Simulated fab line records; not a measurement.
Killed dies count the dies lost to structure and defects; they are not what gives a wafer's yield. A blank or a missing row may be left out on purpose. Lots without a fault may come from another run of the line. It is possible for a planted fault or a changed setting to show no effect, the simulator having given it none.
Which tool is to blame?	flow nandHarc	Sampling: 24 lots, 72 wafers, 6 of 1302 route steps

== WHAT EACH GAUGE READ, for each wafer ==
NHARC_P_BONDPAD_CD_MEAS_09: the cd target is 500 nm. Usual: 499.9 nm for cdNm, sd 1.9.
lot	measured	on	cdNm (nm)	flag
L074	day 6 18:52	cdSem-02	502.9 499.3 499.2	
L075	day 7 00:59	cdSem-02	499.0 496.5 497.9	
L076	day 7 10:51	cdSem-03	503.6 498.2 498.5	
L077	day 7 21:28	cdSem-02	500.4 500.3 501.6	
L079	day 8 10:37	cdSem-03	498.1 498.4 497.9	
L078	day 8 11:25	cdSem-02	496.6 498.8 500.1	
L080	day 9 10:23	cdSem-02	498.0 498.5 500.2	
L081	day 9 19:32	cdSem-01	499.9 500.3 503.2	
L082	day 9 21:48	cdSem-02	502.2 500.5 502.3	
L083	day 10 11:10	cdSem-01	498.4 499.0 497.3	
L084	day 11 02:11	cdSem-02	502.7 498.9 501.4	
L085	day 11 08:55	cdSem-01	501.1 500.4 501.2	
L086	day 11 22:16	cdSem-03	497.7 499.6 503.0	
L088	day 12 19:41	cdSem-01	503.4 501.7 501.8	
L087	day 12 20:31	cdSem-01	497.1 501.8 498.1	
L090	day 13 14:41	cdSem-01	500.0 502.5 499.9	
L089	day 13 15:35	cdSem-03	499.9 499.2 501.1	
L091	day 13 18:14	cdSem-03	496.9 500.8 498.9	
L092	day 14 01:09	cdSem-03	501.2 502.3 499.8	
L093	day 15 02:52	cdSem-01	498.6 498.1 500.3	
L094	day 15 03:49	cdSem-02	498.3 499.4 500.2	
L095	day 15 09:01	cdSem-01	502.8 500.3 501.2	
L096	day 15 20:52	cdSem-03	497.7 499.0 500.2	
L097	day 16 11:21	cdSem-01	498.3 499.4 499.8	

NHARC_A_ONON_D1_THK_MEAS_11: measures by ellipsometry. Usual: 1000 nm for thkNm, sd 8.3.
lot	measured	on	thkNm (nm)	flag
L074	day 8 00:03	filmMetro-01	1012 1010 1011	
L075	day 8 04:58	filmMetro-02	976 975 976	
L076	day 8 14:50	filmMetro-01	998 998 996	
L077	day 9 00:49	filmMetro-01	990 989 988	
L079	day 9 15:06	filmMetro-02	1013 1012 1013	
L078	day 9 15:07	filmMetro-01	1001 1000 1001	
L080	day 10 15:15	filmMetro-01	999 996 999	
L081	day 11 00:22	filmMetro-01	1003 1004 1004	
L082	day 11 00:34	filmMetro-01	1013 1014 1014	
L083	day 11 16:30	filmMetro-02	1009 1009 1012	
L084	day 12 09:54	filmMetro-01	1004 1003 1002	
L085	day 12 15:38	filmMetro-01	997 999 999	
L086	day 13 02:01	filmMetro-01	995 996 996	
L088	day 13 23:25	filmMetro-02	992 993 992	
L087	day 13 23:25	filmMetro-01	996 995 996	
L090	day 14 18:13	filmMetro-01	1008 1009 1006	
L089	day 14 18:13	filmMetro-02	1005 1005 1007	
L091	day 14 21:52	filmMetro-01	994 996 995	
L092	day 15 05:54	filmMetro-01	999 998 999	
L093	day 16 06:34	filmMetro-02	999 997 999	
L094	day 16 06:35	filmMetro-02	996 996 994	
L095	day 16 15:14	filmMetro-01	1002 1002 1004	
L096	day 17 00:15	filmMetro-01	1001 1003 1002	
L097	day 17 16:55	filmMetro-02	1010 1008 1009	

NHARC_A_CHANNEL_HOLE_D1_INSPECT_12. Usual: 5.6 for rawDefectCount, sd 3.
lot	measured	on	rawDefectCount	flag
L074	day 8 15:34	defectInspect-01	5 4 6	
L075	day 8 19:19	defectInspect-01	6 5 10	
L076	day 9 06:10	defectInspect-01	4 6 12	
L077	day 9 16:56	defectInspect-01	9 5 4	
L079	day 10 07:13	defectInspect-01	6 5 4	
L078	day 10 07:04	defectInspect-02	1 5 4	
L080	day 11 05:10	defectInspect-01	4 5 1	
L081	day 11 19:08	defectInspect-01	6 4 7	
L082	day 11 18:02	defectInspect-01	5 11 4	
L083	day 12 09:26	defectInspect-01	7 5 5	
L084	day 13 01:40	defectInspect-02	6 3 2	
L085	day 13 06:10	defectInspect-02	4 6 8	
L086	day 13 19:15	defectInspect-01	7 5 2	
L088	day 14 16:20	defectInspect-01	6 6 3	
L087	day 14 15:19	defectInspect-02	2 6 2	
L090	day 15 10:12	defectInspect-02	5 5 11	
L089	day 15 09:28	defectInspect-01	5 11 4	
L091	day 15 10:39	defectInspect-01	8 5 8	
L092	day 15 19:56	defectInspect-01	5 8 4	
L093	day 17 01:20	defectInspect-02	3 7 3	
L094	day 17 03:03	defectInspect-02	7 3 4	
L095	day 17 06:21	defectInspect-01	6 9 7	
L096	day 17 14:14	defectInspect-02	5 4 11	
L097	day 18 07:16	defectInspect-01	9 6 6	

NHARC_A_CHANNEL_HOLE_D1_INSPECT_40. Usual: 73 for rawDefectCount, sd 28.
lot	measured	on	rawDefectCount	flag
L074	day 8 22:31	defectInspect-01	56 34 59	
L075	day 9 02:16	defectInspect-02	88 136 106	
L076	day 9 13:07	defectInspect-02	116 123 123	
L077	day 10 01:59	defectInspect-02	97 97 90	
L079	day 10 15:34	defectInspect-01	103 104 113	
L078	day 10 15:15	defectInspect-02	68 32 49	
L080	day 11 12:26	defectInspect-01	64 68 47	
L081	day 12 06:23	defectInspect-02	91 79 138	
L082	day 12 01:01	defectInspect-02	37 54 39	
L083	day 12 17:40	defectInspect-01	35 34 28	
L084	day 13 08:38	defectInspect-02	65 64 44	
L085	day 13 13:07	defectInspect-01	95 107 87	
L086	day 14 02:37	defectInspect-02	49 39 57	
L088	day 14 23:18	defectInspect-02	50 57 51	
L087	day 14 22:16	defectInspect-02	117 104 88	
L090	day 15 17:11	defectInspect-02	68 42 74	
L089	day 15 16:41	defectInspect-01	116 126 85	
L091	day 15 20:35	defectInspect-01	107 125 118	
L092	day 16 02:55	defectInspect-02	73 38 45	
L093	day 17 08:27	defectInspect-01	54 50 69	
L094	day 17 12:30	defectInspect-01	55 91 62	
L095	day 17 16:41	defectInspect-02	50 54 65	
L096	day 17 21:10	defectInspect-02	72 57 71	
L097	day 18 16:14	defectInspect-01	50 61 44	

== TOOL THAT RAN EACH LOT (tool first, then ch and the chambers of the sampled wafers, then the start) ==
lot	NHARC_P_BONDPAD_DEGAS_25	NHARC_A_CHANNEL_HOLE_D1_ETCH_39
L074	pvdSputter-01, day 6 20:02	rieDiel-02 ch 1,2,3, day 8 22:31 or earlier
L075	pvdSputter-02, day 7 02:11	rieDiel-02 ch 2,3, day 9 02:16 or earlier
L076	pvdSputter-02, day 7 12:01	rieDiel-02 ch 1,2,3, day 9 13:07 or earlier
L077	pvdSputter-02, day 7 22:37	rieDiel-02 ch 0,2, day 10 01:59 or earlier
L079	pvdSputter-01, day 8 11:49	rieDiel-11 ch 1,3, day 10 15:34 or earlier
L078	pvdSputter-02, day 8 12:34	rieDiel-11 ch 2,3, day 10 15:15 or earlier
L080	pvdSputter-01, day 9 11:34	rieDiel-02 ch 0,1, day 11 12:26 or earlier
L081	pvdSputter-02, day 9 20:41	rieDiel-02 ch 0,1,2, day 12 06:23 or earlier
L082	pvdSputter-01, day 9 22:58	rieDiel-02 ch 0,1,2, day 12 01:01 or earlier
L083	pvdSputter-02, day 10 12:20	rieDiel-02 ch 1,2,3, day 12 17:40 or earlier
L084	pvdSputter-01, day 11 03:23	rieDiel-02 ch 0,1,2, day 13 08:38 or earlier
L085	pvdSputter-03, day 11 10:07	rieDiel-02 ch 2,3, day 13 13:07 or earlier
L086	pvdSputter-03, day 11 23:25	rieDiel-02 ch 0,2, day 14 02:37 or earlier
L088	pvdSputter-03, day 12 20:50	rieDiel-02 ch 2,3, day 14 23:18 or earlier
L087	pvdSputter-03, day 12 21:43	rieDiel-02 ch 0,1,3, day 14 22:16 or earlier
L090	pvdSputter-01, day 13 15:51	rieDiel-11 ch 1,2,3, day 15 17:11 or earlier
L089	pvdSputter-02, day 13 16:44	rieDiel-02 ch 0,1,3, day 15 16:41 or earlier
L091	pvdSputter-02, day 13 19:25	rieDiel-02 ch 0,1,2, day 15 20:35 or earlier
L092	pvdSputter-01, day 14 02:18	rieDiel-11 ch 2,3, day 16 02:55 or earlier
L093	pvdSputter-01, day 15 04:01	rieDiel-11 ch 0,2,3, day 17 08:27 or earlier
L094	pvdSputter-03, day 15 04:58	rieDiel-02 ch 0,1,3, day 17 12:30 or earlier
L095	pvdSputter-02, day 15 10:10	rieDiel-02 ch 0,2,3, day 17 16:41 or earlier
L096	pvdSputter-02, day 15 22:02	rieDiel-11 ch 0,1, day 17 21:10 or earlier
L097	pvdSputter-02, day 16 12:31	rieDiel-02 ch 1,3, day 18 16:14 or earlier
- NHARC_P_BONDPAD_DEGAS_25: time 60 s.
- NHARC_A_CHANNEL_HOLE_D1_ETCH_39: etches the open film in N2/H2, target depth 260 nm, time 325 s.

== AS READ BY THE TOOLS THEMSELVES (means over the sampled wafers that have a number; for cases with no such wafer, the mark the record gives instead) ==
NHARC_P_BONDPAD_DEGAS_25. Usual: 470 W for heaterPowerW, sd 51.
lot	tool	heaterPowerW (W)	flag
L074	pvdSputter-01	447	
L075	pvdSputter-02	485	
L076	pvdSputter-02	443	
L077	pvdSputter-02	518	
L079	pvdSputter-01	467	
L078	pvdSputter-02	486	
L080	pvdSputter-01	431	
L081	pvdSputter-02	485	
L082	pvdSputter-01	439	
L083	pvdSputter-02	479	
L084	pvdSputter-01	451	
L085	pvdSputter-03	471	
L086	pvdSputter-03	475	
L088	pvdSputter-03	497	
L087	pvdSputter-03	496	
L090	pvdSputter-01	458	
L089	pvdSputter-02	504	
L091	pvdSputter-02	474	
L092	pvdSputter-01	469	
L093	pvdSputter-01	443	
L094	pvdSputter-03	466	
L095	pvdSputter-02	448	
L096	pvdSputter-02	442	
L097	pvdSputter-02	450	

NHARC_A_CHANNEL_HOLE_D1_ETCH_39. Usual: drypumpMotorCurrentA 5.8 A, standard deviation 0.38; oesProductAu 1.000 a.u., standard deviation 0.0091; rfVppV 430.1 V, standard deviation 2.8; showerheadPlenumPTorr 2.03 Torr, standard deviation 0.097; throttleValvePct 14.170 %, standard deviation 0.011.
lot	tool	drypumpMotorCurrentA (A)	oesProductAu (a.u.)	rfVppV (V)	showerheadPlenumPTorr (Torr)	throttleValvePct (%)	flag
L074	rieDiel-02	5.5	1.002	430.7	2.08	14.173	
L075	rieDiel-02	5.5	0.993	430.3	2.03	14.175	
L076	rieDiel-02	5.5	0.989	431.2	2.08	14.164	
L077	rieDiel-02	5.9	0.983	426.9	1.93	14.171	
L079	rieDiel-11	6.2	0.990	430.1	2.04	14.172	
L078	rieDiel-11	6.4	0.991	431.2	2.05	14.178	
L080	rieDiel-02	5.8	0.993	431.1	2.04	14.184	
L081	rieDiel-02	5.8	1.003	429.6	1.99	14.157	
L082	rieDiel-02	5.7	1.009	429.4	1.99	14.171	
L083	rieDiel-02	5.5	1.005	431.1	2.08	14.177	
L084	rieDiel-02	5.8	0.998	428.7	1.99	14.164	
L085	rieDiel-02	5.4	1.002	431.7	2.10	14.182	
L086	rieDiel-02	6.0	1.000	427.1	1.93	14.158	
L088	rieDiel-02	5.4	1.007	432.5	2.10	14.172	
L087	rieDiel-02	5.7	0.991	431.1	2.06	14.170	
L090	rieDiel-11	6.3	1.005	430.0	2.03	14.172	
L089	rieDiel-02	5.7	1.002	431.2	2.06	14.172	
L091	rieDiel-02	5.7	1.002	430.4	1.99	14.178	
L092	rieDiel-11	6.3	1.001	430.9	2.05	14.170	
L093	rieDiel-11	6.3	0.999	429.5	1.99	14.163	
L094	rieDiel-02	5.7	1.005	431.4	2.06	14.162	
L095	rieDiel-02	5.7	1.009	429.6	2.01	14.169	
L096	rieDiel-11	6.2	0.996	427.6	1.96	14.174	
L097	rieDiel-02	5.5	1.014	433.0	2.12	14.179	

== THE ANSWER, worked out from the rows above alone ==
Rule: a lot counts as off when the mean over its wafers that have a number is more than 3 standard deviations away from the usual mean. Also off: a lot with no number at a reading for which 4 or more lots have one. The other lots that the step has rows for count as sound. The gauges are gone through in route order, then the tools' own readings, and for those a lot's mean is taken as printed above. The first step at which some lot is off is used, and at that step the reading that is off furthest; a lot without a number counts as furthest.
No lot is off on any of the readings shown, so nothing can be concluded from this.

== WHAT THE SIMULATOR HAD PUT IN ==
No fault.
